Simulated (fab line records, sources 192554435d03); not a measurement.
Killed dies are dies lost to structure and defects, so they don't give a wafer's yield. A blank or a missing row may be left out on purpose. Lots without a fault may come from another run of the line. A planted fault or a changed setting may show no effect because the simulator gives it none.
One fault seen from 3 desks | flow n5_finfet | each desk has only its own numbers; what lay behind them comes last

THE METROLOGY DESK
What the gauges read, lot by lot, whatever tool the lot ran on: means of the sampled wafers that have a number. A lot is out of limits, marked OUT, if its mean lies more than 4 standard deviations from the usual mean; the brackets give that distance. Of its 10 readings 7 are shown: those that lie furthest out on some lot.
Columns: A = DIBL_N at N5_BEOL_M4_RC_MEAS_101, usual 36.4 mV/V; B = DIBL_P at N5_BEOL_M4_RC_MEAS_101, usual 36.1 mV/V; C = IOFF_N at N5_BEOL_M4_RC_MEAS_101, usual 0.16 nA/um; D = IOFF_P at N5_BEOL_M4_RC_MEAS_101, usual 0.20 nA/um; E = ION_N at N5_BEOL_M4_RC_MEAS_101, usual 670 uA/um; F = ION_P at N5_BEOL_M4_RC_MEAS_101, usual 459 uA/um; G = SS_N at N5_BEOL_M4_RC_MEAS_101, usual 71.6 mV/dec
lot  | first seen here | A    | B    | C    | D    | E   | F   | G
L406 | day 8 06:40     | 35.4 | 35.8 | 0.15 | 0.18 | 666 | 455 | 71.1
L405 | day 8 09:23     | 40.6 | 41.9 | 0.22 | 0.26 | 676 | 457 | 72.6
L408 | day 8 22:14     | 34.0 | 34.7 | 0.13 | 0.20 | 654 | 453 | 70.5
L415 | day 10 15:40    | 34.3 | 35.1 | 0.15 | 0.18 | 666 | 453 | 71.8
L416 | day 10 20:03    | 37.5 | 36.2 | 0.18 | 0.22 | 667 | 458 | 72.1
L420 | day 12 15:23    | 36.7 | 35.3 | 0.16 | 0.20 | 665 | 454 | 71.3
L425 | day 13 12:19    | 36.1 | 36.6 | 0.14 | 0.18 | 666 | 454 | 71.3
L427 | day 14 01:40    | 37.2 | 37.4 | 0.18 | 0.23 | 688 | 472 | 71.9
This desk's finding: nothing out of limits on any of the 8 lots.

THE TOOL OWNER'S DESK: rie_diel-02
The tool's own readings at N5_BEOL_M2_STRIP_66 (strips in CF4): means of the sampled wafers that have a number, for each lot that ran on this tool. A lot is out of limits, marked OUT, if its mean lies more than 4 standard deviations from the usual mean; the brackets give that distance.
Columns: A = drypump_motor_current_A at N5_BEOL_M2_STRIP_66, usual 5.8 A; B = oes_product_au at N5_BEOL_M2_STRIP_66, usual 0.77 a.u.; C = rf_vpp_V at N5_BEOL_M2_STRIP_66, usual 270.9 V; D = showerhead_plenum_p_Torr at N5_BEOL_M2_STRIP_66, usual 1.78 Torr; E = throttle_valve_pct at N5_BEOL_M2_STRIP_66, usual 13.50 %
lot  | first seen here | A   | B    | C     | D    | E
L405 | day 6 19:48     | 6.3 | 0.70 | 269.7 | 1.72 | 13.41
L406 | day 6 21:57     | 6.4 | 0.70 | 269.9 | 1.74 | 13.34
L415 | day 9 15:15     | 6.2 | 0.76 | 270.9 | 1.76 | 13.31
L416 | day 9 15:39     | 6.0 | 0.82 | 271.3 | 1.78 | 13.22
This desk's finding: nothing out of limits on any of the 4 lots.

THE DEFECT DESK
What the inspections along the route counted, lot by lot: means of the sampled wafers that have a number. A lot is out of limits, marked OUT, if its mean lies more than 4 standard deviations from the usual mean; the brackets give that distance.
Columns: A = raw_defect_count at N5_BEOL_M2_INSPECT_30, usual 380
lot  | first seen here | A
L405 | day 6 20:34     | 269
L406 | day 6 22:36     | 425
L408 | day 7 17:10     | 338
L415 | day 9 16:01     | 1587 (+14) OUT
L416 | day 9 16:25     | 1658 (+15) OUT
L420 | day 10 16:31    | 339
L425 | day 12 06:56    | 400
L427 | day 12 16:05    | 345
This desk's finding: out of limits on L415, L416; first on L415, day 9 16:01 (raw_defect_count at N5_BEOL_M2_INSPECT_30). In limits: L405, L406, L408, L420, L425, L427.

PUT TOGETHER
The defect desk could have raised an alarm at day 9 16:01, on L415, L416.
The metrology desk saw nothing out of limits.
The tool owner's desk saw nothing out of limits.
The metrology desk has L415, L416 on record, within its limits.
The tool owner's desk has L415, L416 on record, within its limits.
Of the lots named, all ran N5_BEOL_M2_STRIP_66 on rie_diel-02.

WHAT THE SIMULATOR HAD PUT IN
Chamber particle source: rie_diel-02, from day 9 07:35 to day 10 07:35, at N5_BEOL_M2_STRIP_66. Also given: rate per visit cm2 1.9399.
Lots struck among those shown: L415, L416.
Hours from the fault's start to each desk's first reading out of limits: the defect desk, 8.
